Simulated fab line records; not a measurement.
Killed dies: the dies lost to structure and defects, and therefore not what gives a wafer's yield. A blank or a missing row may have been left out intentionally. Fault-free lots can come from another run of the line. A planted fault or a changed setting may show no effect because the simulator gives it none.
fab line records	flow n5Finfet	part 1 of 2: steps 1 to 20 of 31
[record] lots = 5	wafers = 15	lastDay = 17
route steps=1938 shown BEOL_M6@1198
lots that met no fault: taken from a fault-free run of the same line
startH: hours from the record's opening day to when the first of the lot's shown wafers began	waitH: hours elapsed since this lot's preceding step	" same as the row above	L1.1+2: one row covering several wafers at once	- no value, or no start was given	* or withheld: withheld	< > ~ a bound
route shown NAME@n: names a module that has steps shown in the file, with the first one's number in the route	usual: mean and standard deviation over wafers with no fault	same: alike in all rows	chamber/n: place in a boat	sites: each site's reading	_std_site: how widely they spread, as a standard deviation	_edge_site: inner sites' mean taken away from outer sites' mean	radiusMm: for every site, how far away it sits from the centre of the wafer	mask NAME#n: copy n	behind: the tool/chamber that last shaped the wafer	hold: cause of the lot's hold/its duration in hours/its outcome	device: transistor that didn't switch, given as n, p or np	end of line: the route-end tests of the same wafers	step lacking rows: just its recipe	killed: dies lost to structure and defects at the first sort, not the wafer's yield	map: dies across one wafer; x = killed, . = not, _ = none there
set.NAME: setting as actually run; set.NAME@STEP: the setting as run at that earlier step	model.NAME: the simulator's own value behind a step, which no gauge read
lots at selected steps of the route; one table per step, one row per wafer
services: from which hour (startH, from the record's first day; less than 0 if before it) a tool's chamber was out of use, for how many hours, and why
[[steps]]
[step N5_BEOL_M6_HM_DEP_02]
[recipe] material = TiN	targetThkA = 200	tempC = 25	chamberPressurePa = 0.49996
[usual] substrateTempC = 25.01/0.11	throttleValvePct = 29.7/0.69
lot.wafer	tool	chamber	startH	waitH	substrateTempC	throttleValvePct
L075.4	pvdSputter-02	-	184.41	1.8	24.85	30.4
L075.5	"	-	"	"	24.99	30.6
L075.6	"	-	"	"	25.06	29.8
L088.2	pvdSputter-01	-	257.61	1.4	25.05	29.0
L088.3	"	-	"	"	24.85	28.9
L088.6	"	-	"	"	24.93	29.0
L087.4	pvdSputter-02	-	262.40	0.7	24.95	29.6
L087.5	"	-	"	"	24.92	29.6
L087.6	"	-	"	"	25.21	29.8
L089.1	pvdSputter-03	-	272.91	1.0	25.11	29.9
L089.3	"	-	"	"	25.00	30.4
L089.4	"	-	"	"	24.96	31.4
L096.2	pvdSputter-03	-	315.32	1.2	25.04	30.2
L096.3	"	-	"	"	24.94	30.8
L096.4	"	-	"	"	24.90	30.1
[step N5_BEOL_M6_COAT_59]
[recipe] resist = SOC	tempC = 250	timeS = 60	spinRpm = 1500	resistThkNm = 100
[usual] dispensePressureKPa = 53/5.4	plateTempC = 249.99/0.16
[same] timeS = 60
lot.wafer	tool	chamber	startH	waitH	dispensePressureKPa	plateTempC
L075.4	lithoTrack-03	0	184.53	0.1	52	250.42
L075.5	"	0	"	"	52	250.36
L075.6	"	0	"	"	52	250.22
L088.2	lithoTrack-04	0	257.73	0.1	45	250.13
L088.3	"	0	"	"	45	249.96
L088.6	"	0	"	"	45	249.96
L087.4	lithoTrack-01	0	262.52	0.1	59	249.78
L087.5	"	0	"	"	59	249.72
L087.6	"	0	"	"	59	249.78
L089.1	lithoTrack-03	0	273.03	0.1	52	249.71
L089.3	"	0	"	"	52	250.14
L089.4	"	0	"	"	52	249.85
L096.2	lithoTrack-03	0	315.46	0.1	52	250.02
L096.3	"	0	"	"	52	249.86
L096.4	"	0	"	"	52	249.91
[step N5_BEOL_M6_COAT_60]
[recipe] resist = SiARC	tempC = 220	timeS = 60	spinRpm = 1500	resistThkNm = 35
[usual] dispensePressureKPa = 53/5.4	plateTempC = 220.01/0.17
[same] timeS = 60
lot.wafer	tool	chamber	startH	waitH	dispensePressureKPa	plateTempC
L075.4	lithoTrack-03	0	-	-	52	220.00
L075.5	"	0	"	"	52	220.07
L075.6	"	0	"	"	52	220.08
L088.2	lithoTrack-04	0	-	-	45	220.16
L088.3	"	0	"	"	45	220.30
L088.6	"	0	"	"	45	220.06
L087.4	lithoTrack-01	0	-	-	59	220.17
L087.5	"	0	"	"	59	220.23
L087.6	"	0	"	"	59	219.90
L089.1	lithoTrack-03	0	-	-	52	220.35
L089.3	"	0	"	"	52	220.01
L089.4	"	0	"	"	52	220.27
L096.2	lithoTrack-03	0	-	-	52	219.97
L096.3	"	0	"	"	52	220.04
L096.4	"	0	"	"	52	219.98
[step N5_BEOL_M6_COAT_05]
[recipe] resist = CAR-ArF	spinRpm = 1500	resistThkNm = 90
[usual] dispensePressureKPa = 53/5.4
lot.wafer	tool	chamber	startH	waitH	dispensePressureKPa
L075.4	lithoTrack-03	0	-	-	52
L075.5	"	0	"	"	52
L075.6	"	0	"	"	52
L088.2	lithoTrack-04	0	-	-	45
L088.3	"	0	"	"	45
L088.6	"	0	"	"	45
L087.4	lithoTrack-01	0	-	-	59
L087.5	"	0	"	"	59
L087.6	"	0	"	"	59
L089.1	lithoTrack-03	0	-	-	52
L089.3	"	0	"	"	52
L089.4	"	0	"	"	52
L096.2	lithoTrack-03	0	-	-	52
L096.3	"	0	"	"	52
L096.4	"	0	"	"	52
[step N5_BEOL_M6_EBR_07]
[recipe] solvent = PGMEA	ebrWidthMm = 1.5
lot.wafer	tool	chamber	startH	waitH
L075.4+5+6	lithoTrack-03	0	-	-
L088.2+3+6	lithoTrack-04	0	-	-
L087.4+5+6	lithoTrack-01	0	-	-
L089.1+3+4	lithoTrack-03	0	-	-
L096.2+3+4	lithoTrack-03	0	-	-
[step N5_BEOL_M6_SOFTBAKE_06]
[recipe] tempC = 110	timeS = 60	resist = CAR-ArF
[usual] plateTempC = 109.99/0.12
[same] timeS = 60
lot.wafer	tool	chamber	startH	waitH	plateTempC
L075.4	lithoTrack-03	0	-	-	110.19
L075.5	"	0	"	"	110.39
L075.6	"	0	"	"	110.15
L088.2	lithoTrack-04	0	-	-	110.06
L088.3	"	0	"	"	110.17
L088.6	"	0	"	"	110.27
L087.4	lithoTrack-01	0	-	-	110.01
L087.5	"	0	"	"	109.93
L087.6	"	0	"	"	109.77
L089.1	lithoTrack-03	0	-	-	110.12
L089.3	"	0	"	"	109.99
L089.4	"	0	"	"	110.10
L096.2	lithoTrack-03	0	-	-	110.17
L096.3	"	0	"	"	109.99
L096.4	"	0	"	"	109.76
[step N5_BEOL_M6_EXPOSE_08]
[recipe] maskId = M6	na = 1.35	sourceShape = dipole	sigmaInner = 0.817	sigmaOuter = 0.97	polarization = te	doseMj = 68.25
[same] sigmaInner = 0.817
lot.wafer	tool	chamber	startH	waitH	mask
L075.4+5+6	arfiScanner-03	0	184.80	-	M6#0
L088.2+3+6	arfiScanner-02	0	257.98	-	M6#0
L087.4+5+6	arfiScanner-02	0	262.66	-	M6#0
L089.1+3+4	arfiScanner-01	0	273.28	-	M6#0
L096.2+3+4	arfiScanner-01	0	315.59	-	M6#0
[step N5_BEOL_M6_PEB_09]
[recipe] pebTempC = withheld	pebTimeS = 60	resist = CAR-ArF
lot.wafer	tool	chamber	startH	waitH
L075.4+5+6	lithoTrack-03	0	184.84	0.0
L088.2+3+6	lithoTrack-01	0	258.04	0.0
L087.4+5+6	lithoTrack-04	0	262.71	0.0
L089.1+3+4	lithoTrack-01	0	273.34	0.1
L096.2+3+4	lithoTrack-04	0	315.64	0.0
[step N5_BEOL_M6_DEVELOP_10]
[recipe] developTimeS = 30	developer = TMAH	resist = CAR-ArF	rinseLiquid = diw	dry = airSpin	devTempC = 23
lot.wafer	tool	chamber	startH	waitH
L075.4+5+6	lithoTrack-03	0	-	-
L088.2+3+6	lithoTrack-01	0	-	-
L087.4+5+6	lithoTrack-04	0	-	-
L089.1+3+4	lithoTrack-01	0	-	-
L096.2+3+4	lithoTrack-04	0	-	-
[step N5_BEOL_M6_CD_MEAS_11]
[recipe] targetCdNm = 38.5	landingEnergyEv = 500	detector = seInlens	polarity = opening
[usual] cdNm = 38.5/0.65
lot.wafer	tool	chamber	startH	waitH	cdNm
L075.4	cdSem-01	0	184.91	-	39.0
L075.5	"	0	"	"	39.4
L075.6	"	0	"	"	38.4
L088.2	cdSem-02	0	258.11	-	39.6
L088.3	"	0	"	"	37.5
L088.6	"	0	"	"	37.5
L087.4	cdSem-02	0	262.77	-	38.2
L087.5	"	0	"	"	38.0
L087.6	"	0	"	"	38.4
L089.1	cdSem-03	0	273.41	-	37.9
L089.3	"	0	"	"	38.2
L089.4	"	0	"	"	38.6
L096.2	cdSem-01	0	315.71	-	38.8
L096.3	"	0	"	"	38.6
L096.4	"	0	"	"	37.9
[step N5_BEOL_M6_OVL_MEAS_12]
[recipe] pointsPerWafer = 44
[usual] M6_OVL = -0.2/0.75
lot.wafer	tool	chamber	startH	waitH	M6_OVL[nm]
L075.4	overlay-01	0	184.94	0.0	-0.9
L075.5	"	0	"	"	1.0
L075.6	"	0	"	"	-0.6
L088.2	overlay-02	0	258.14	0.0	0.3
L088.3	"	0	"	"	0.3
L088.6	"	0	"	"	-0.2
L087.4	overlay-01	0	262.80	0.0	-0.1
L087.5	"	0	"	"	0.6
L087.6	"	0	"	"	-0.9
L089.1	overlay-02	0	273.44	0.0	-0.2
L089.3	"	0	"	"	0.0
L089.4	"	0	"	"	-2.0
L096.2	overlay-01	0	315.74	0.0	0.1
L096.3	"	0	"	"	-0.2
L096.4	"	0	"	"	-0.1
[step N5_BEOL_M6_INSPECT_13]
[recipe] mode = adi	inspectInstrument = brightfield
[usual] rawDefectCount = 416/85
lot.wafer	tool	chamber	startH	waitH	rawDefectCount
L075.4	defectInspect-02	-	184.96	0.0	270
L075.5	"	-	"	"	424
L075.6	"	-	"	"	438
L088.2	defectInspect-02	-	258.16	0.0	460
L088.3	"	-	"	"	504
L088.6	"	-	"	"	409
L087.4	defectInspect-02	-	262.82	0.0	541
L087.5	"	-	"	"	561
L087.6	"	-	"	"	421
L089.1	defectInspect-01	-	273.46	0.0	486
L089.3	"	-	"	"	291
L089.4	"	-	"	"	537
L096.2	defectInspect-01	-	315.76	0.0	370
L096.3	"	-	"	"	494
L096.4	"	-	"	"	472
[step N5_BEOL_M6_DESCUM_16]
[recipe] chemistry = O2	timeS = 7.9	sourcePowerW = 50	biasPowerW = 20	pressureMtorr = 20	rfFrequencyHz = 2.712e+07	tempC = 40	resist = CAR-ArF	o2FlowSccm = 225
[usual] drypumpMotorCurrentA = 5.61/0.26	oesProductAu = 0.79/0.081	rfFwdPowerW = 49.47/0.2	rfVppV = 242.7/1.2	showerheadPlenumPTorr = 2.05/0.054	tempC = 40.00/0.12	throttleValvePct = 20.42/0.23
[same] timeS = 7.9
lot.wafer	tool	chamber	startH	waitH	drypumpMotorCurrentA	oesProductAu	rfFwdPowerW	rfHoursCounterH	rfVppV	showerheadPlenumPTorr	tempC	throttleValvePct
L075.4	rieDiel-02	1	185.83	0.9	5.22	0.75	49.62	136	241.7	2.01	39.95	20.91
L075.5	"	2	"	"	5.73	0.70	49.45	-	243.8	2.05	39.71	20.56
L075.6	"	3	"	"	5.75	0.95	49.81	-	241.8	2.06	40.00	20.35
L088.2	rieDiel-06	3	258.25	0.1	5.94	0.68	49.41	240	241.1	1.98	40.25	20.70
L088.3	"	2	"	"	5.53	0.84	49.56	96	244.7	2.10	40.06	20.34
L088.6	"	1	"	"	5.42	0.85	49.49	-	243.8	2.12	40.00	20.36
L087.4	rieDiel-06	0	263.13	0.3	6.03	0.84	49.59	63	243.5	2.03	40.03	20.21
L087.5	"	1	"	"	5.40	0.84	49.44	-	242.9	2.12	39.92	20.36
L087.6	"	2	"	"	5.53	0.83	49.57	-	244.0	2.10	40.01	20.36
L089.1	rieDiel-06	0	273.96	0.5	6.04	0.84	49.35	67	241.8	2.03	40.14	20.23
L089.3	"	2	"	"	5.52	0.84	49.41	101	242.8	2.10	40.01	20.36
L089.4	"	3	"	"	5.95	0.67	49.43	245	241.4	1.98	39.99	20.71
L096.2	rieDiel-02	3	315.80	0.0	5.77	0.83	49.60	64	242.0	2.04	39.98	20.43
L096.3	"	2	"	"	5.69	0.92	49.44	8	244.0	2.03	40.07	20.16
L096.4	"	2	"	"	5.71	0.92	49.44	-	243.3	2.03	40.10	20.18
[step N5_BEOL_M6_ETCH_61]
[recipe] chemistry = CF4	target = SiARC	targetDepthA = 455	maskMaterial = CAR-ArF	timeS = 75.8	ionEnergyEv = 80	pressureMtorr = 40	sourceW = 545	biasW = 36	Ar_flow_sccm = 100	cf4FlowSccm = 100	ends = cleared
[usual] drypumpMotorCurrentA = 5.60/0.26	etchRfOnTimeS = 76.7/2.4	oesProductAu = 0.68/0.068	rfFwdPowerW = 540.0/2.1	rfVppV = 183.7/1	showerheadPlenumPTorr = 2.11/0.053	throttleValvePct = 15.62/0.23
lot.wafer	tool	chamber	startH	waitH	drypumpMotorCurrentA	etchRfOnTimeS	oesProductAu	rfFwdPowerW	rfHoursCounterH	rfVppV	showerheadPlenumPTorr	throttleValvePct
L075.4	rieDiel-02	1	185.86	0.0	5.23	77.5	0.64	542.0	136	184.0	2.07	16.06
L075.5	"	2	"	"	5.69	75.4	0.60	533.9	-	185.1	2.11	15.84
L075.6	"	3	"	"	5.74	73.6	0.80	540.4	-	183.8	2.10	15.42
L088.2	rieDiel-06	3	258.29	0.0	5.91	76.2	0.59	540.8	240	182.8	2.03	15.92
L088.3	"	2	"	"	5.53	73.0	0.72	540.7	96	185.6	2.17	15.55
L088.6	"	1	"	"	5.40	75.2	0.73	534.1	-	184.0	2.17	15.49
L087.4	rieDiel-06	0	263.16	0.0	6.04	79.2	0.70	538.5	63	183.5	2.07	15.38
L087.5	"	1	"	"	5.43	74.7	0.73	535.5	-	184.9	2.17	15.49
L087.6	"	2	"	"	5.52	73.3	0.71	540.3	-	183.3	2.17	15.57
L089.1	rieDiel-06	0	274.00	0.0	6.02	78.5	0.71	540.6	67	184.4	2.07	15.38
L089.3	"	2	"	"	5.53	73.7	0.71	537.7	101	183.5	2.17	15.57
L089.4	"	3	"	"	5.93	75.9	0.58	541.2	245	184.3	2.03	15.94
L096.2	rieDiel-02	3	315.83	0.0	5.74	75.9	0.72	543.8	64	183.6	2.08	15.51
L096.3	"	2	"	"	5.69	73.8	0.79	539.9	8	183.2	2.10	15.40
L096.4	"	2	"	"	5.69	74.1	0.79	540.8	-	182.7	2.10	15.41
[step N5_BEOL_M6_ETCH_62]
[recipe] chemistry = N2/H2	target = SOC	targetDepthA = 1100	overetchA = 220	maskMaterial = SiARC	tempC = 40	timeS = 165	ionEnergyEv = 200	pressureMtorr = 30	sourceW = 840	biasW = 150	n2FlowSccm = 200	h2FlowSccm = 200
[usual] drypumpMotorCurrentA = 5.61/0.26	oesProductAu = 0.68/0.064	rfFwdPowerW = 837.6/2.6	rfVppV = 523.0/2	showerheadPlenumPTorr = 2.51/0.063	tempC = 40.00/0.11	throttleValvePct = 17.9/0.31
[same] timeS = 165
lot.wafer	tool	chamber	startH	waitH	drypumpMotorCurrentA	oesProductAu	rfFwdPowerW	rfHoursCounterH	rfVppV	showerheadPlenumPTorr	tempC	throttleValvePct
L075.4	rieDiel-02	1	185.92	0.0	5.23	0.64	834.3	136	520.8	2.45	40.04	18.3
L075.5	"	2	"	"	5.71	0.60	840.7	-	522.8	2.51	39.79	18.1
L075.6	"	3	"	"	5.77	0.78	838.9	-	522.4	2.52	40.06	18.0
L088.2	rieDiel-06	3	258.34	0.0	5.91	0.58	836.8	240	520.7	2.40	39.91	18.0
L088.3	"	2	"	"	5.56	0.70	841.2	96	524.8	2.58	39.89	18.0
L088.6	"	1	"	"	5.41	0.72	833.7	-	524.4	2.59	40.24	17.7
L087.4	rieDiel-06	0	263.22	0.0	6.00	0.72	839.4	63	523.4	2.46	40.03	17.5
L087.5	"	1	"	"	5.41	0.72	835.5	-	524.6	2.59	40.05	17.7
L087.6	"	2	"	"	5.54	0.70	833.8	-	524.1	2.58	40.08	18.0
L089.1	rieDiel-06	0	274.05	0.0	6.02	0.71	835.6	67	522.9	2.46	39.90	17.5
L089.3	"	2	"	"	5.56	0.69	838.4	102	525.6	2.58	40.01	18.0
L089.4	"	3	"	"	5.93	0.57	838.6	246	520.7	2.39	40.02	18.0
L096.2	rieDiel-02	3	315.89	0.0	5.75	0.71	837.0	64	522.4	2.50	39.82	18.0
L096.3	"	2	"	"	5.69	0.78	837.0	8	522.8	2.49	40.08	17.7
L096.4	"	2	"	"	5.70	0.78	841.6	-	523.0	2.49	39.99	17.7
[step N5_BEOL_M6_STRIP_68]
[recipe] chemistry = N2/H2	tempC = 40	n2FlowSccm = 200	h2FlowSccm = 200	rfFrequencyHz = 6e+07
lot.wafer	tool	chamber	startH	waitH
L075.4+5+6	rieDiel-02	1,2,3	186.05	0.1
L088.2+3+6	rieDiel-06	3,2,1	258.48	0.1
L087.4+5+6	rieDiel-06	0,1,2	263.35	0.1
L089.1+3+4	rieDiel-06	0,2,3	274.19	0.1
L096.2+3+4	rieDiel-02	3,2,2	316.02	0.1
[step N5_BEOL_M6_STRIP_67]
[recipe] chemistry = CF4	resist = SiARC	powerW = 300	biasPowerW = 75	pressureMtorr = 50	cf4FlowSccm = 150	rfFrequencyHz = 6e+07
[usual] drypumpMotorCurrentA = 5.60/0.26	oesProductAu = 0.80/0.075	rfVppV = 270.5/1.3	showerheadPlenumPTorr = 1.77/0.043	throttleValvePct = 13.60/0.24
lot.wafer	tool	chamber	startH	waitH	drypumpMotorCurrentA	oesProductAu	rfHoursCounterH	rfVppV	showerheadPlenumPTorr	throttleValvePct
L075.4	rieDiel-02	1	186.06	0.0	5.21	0.75	136	269.0	1.72	13.94
L075.5	"	2	"	"	5.69	0.71	-	269.4	1.78	13.89
L075.6	"	3	"	"	5.74	0.92	-	269.9	1.76	13.34
L088.2	rieDiel-06	3	258.49	0.0	5.95	0.69	240	269.9	1.71	13.95
L088.3	"	2	"	"	5.53	0.82	96	272.3	1.82	13.51
L088.6	"	1	"	"	5.40	0.85	-	271.5	1.81	13.43
L087.4	rieDiel-06	0	263.36	0.0	6.01	0.84	63	271.0	1.75	13.41
L087.5	"	1	"	"	5.40	0.85	-	272.0	1.81	13.43
L087.6	"	2	"	"	5.54	0.82	-	271.4	1.82	13.52
L089.1	rieDiel-06	0	274.20	0.0	6.06	0.84	67	268.3	1.75	13.41
L089.3	"	2	"	"	5.52	0.82	102	271.1	1.82	13.54
L089.4	"	3	"	"	5.91	0.68	246	269.5	1.71	13.98
L096.2	rieDiel-02	3	316.03	0.0	5.75	0.84	64	269.1	1.75	13.46
L096.3	"	2	"	"	5.63	0.92	9	268.4	1.77	13.40
L096.4	"	2	"	"	5.69	0.91	-	271.4	1.77	13.39
[step N5_BEOL_M6_HM_OPEN_17]
[recipe] chemistry = Cl2/BCl3	targetDepthA = 200	overetchA = 60	target = TiN	maskMaterial = SOC	ionEnergyEv = 150	pressureMtorr = 10	icpW = 1000	biasW = 126	Cl2_flow_sccm = 53.25	bcl3FlowSccm = 21.75	Ar_flow_sccm = 25
[usual] drypumpMotorCurrentA = 5.6/0.46	oesProductAu = 0.69/0.091	rfFwdPowerW = 992.0/3	throttleValvePct = 22.34/0.2
lot.wafer	tool	chamber	startH	waitH	drypumpMotorCurrentA	oesProductAu	rfFwdPowerW	rfHoursCounterH	throttleValvePct
L075.4	rieMetal-03	0	186.13	0.1	6.0	0.61	991.6	-	22.48
L075.5	"	0	"	"	6.0	0.61	999.3	-	22.47
L075.6	"	1	"	"	6.0	0.78	990.2	-	22.05
L088.2	rieMetal-02	1	258.53	0.0	4.7	0.55	997.5	104	22.67
L088.3	"	0	"	"	5.6	0.75	994.2	-	22.24
L088.6	"	0	"	"	5.6	0.74	988.4	-	22.23
L087.4	rieMetal-02	1	263.44	0.1	4.7	0.54	994.9	-	22.67
L087.5	"	1	"	"	4.7	0.54	994.2	-	22.69
L087.6	"	0	"	"	5.5	0.74	995.0	-	22.24
L089.1	rieMetal-02	0	274.24	0.0	5.6	0.74	989.7	12	22.26
L089.3	"	1	"	"	4.7	0.54	994.2	-	22.68
L089.4	"	0	"	"	5.6	0.74	989.9	-	22.24
L096.2	rieMetal-03	1	316.07	0.0	6.0	0.73	992.8	21	22.07
L096.3	"	0	"	"	6.0	0.59	988.1	-	22.52
L096.4	"	1	"	"	6.0	0.73	987.3	-	22.07
[step N5_BEOL_M6_STRIP_19]
[recipe] chemistry = O2	powerW = 400	tempC = 40	pressureMtorr = 30	rfFrequencyHz = 6e+07	biasPowerW = 0	overashFraction = 0.2	o2FlowSccm = 225
[usual] drypumpMotorCurrentA = 5.60/0.28	oesProductAu = 0.79/0.083	rfVppV = 3.6/0.6	showerheadPlenumPTorr = 2.06/0.06	tempC = 40.01/0.11	throttleValvePct = 16.66/0.23
lot.wafer	tool	chamber	startH	waitH	drypumpMotorCurrentA	oesProductAu	rfHoursCounterH	rfVppV	showerheadPlenumPTorr	tempC	throttleValvePct
L075.4	rieDiel-03	0	186.42	0.3	5.09	0.69	241	4.2	2.16	40.10	16.66
L075.5	"	3	"	"	5.94	0.75	-	3.8	2.05	40.07	16.42
L075.6	"	2	"	"	5.70	0.89	-	3.7	2.12	40.00	16.40
L088.2	rieDiel-02	0	258.66	0.1	5.68	0.68	239	3.5	1.95	39.93	16.81
L088.3	"	2	"	"	5.69	0.69	244	3.3	2.04	40.14	16.89
L088.6	"	2	"	"	5.73	0.68	-	3.2	2.04	39.97	16.89
L087.4	rieDiel-02	1	263.53	0.1	5.22	0.73	160	3.5	2.00	40.01	17.14
L087.5	"	3	"	"	5.72	0.88	-	4.2	2.05	40.01	16.58
L087.6	"	2	"	"	5.68	0.68	-	2.9	2.04	39.96	16.87
L089.1	rieDiel-02	3	274.40	0.1	5.72	0.88	45	2.5	2.05	39.78	16.58
L089.3	"	1	"	"	5.21	0.73	163	3.4	2.00	39.96	17.15
L089.4	"	2	"	"	5.72	0.68	249	3.6	2.04	39.99	16.89
L096.2	rieDiel-06	0	316.18	0.1	6.00	0.79	85	3.4	2.03	40.09	16.49
L096.3	"	2	"	"	5.53	0.80	120	2.3	2.10	39.88	16.60
L096.4	"	1	"	"	5.40	0.81	84	2.7	2.12	39.99	16.63
[step N5_BEOL_M6_CD_MEAS_18]
[recipe] pitchNm = 80	targetCdNm = 40
[usual] cdNm = 40.0/0.74
lot.wafer	tool	chamber	startH	waitH	cdNm
L075.4	cdSem-01	-	186.50	0.1	40.5
L075.5	"	-	"	"	41.4
L075.6	"	-	"	"	39.5
L088.2	cdSem-02	-	258.73	0.1	41.4
L088.3	"	-	"	"	39.5
L088.6	"	-	"	"	39.5
L087.4	cdSem-02	-	263.60	0.1	39.3
L087.5	"	-	"	"	39.7
L087.6	"	-	"	"	40.5
L089.1	cdSem-02	-	274.47	0.0	39.1
L089.3	"	-	"	"	38.9
L089.4	"	-	"	"	40.4
L096.2	cdSem-03	-	316.26	0.1	39.6
L096.3	"	-	"	"	40.0
L096.4	"	-	"	"	39.5
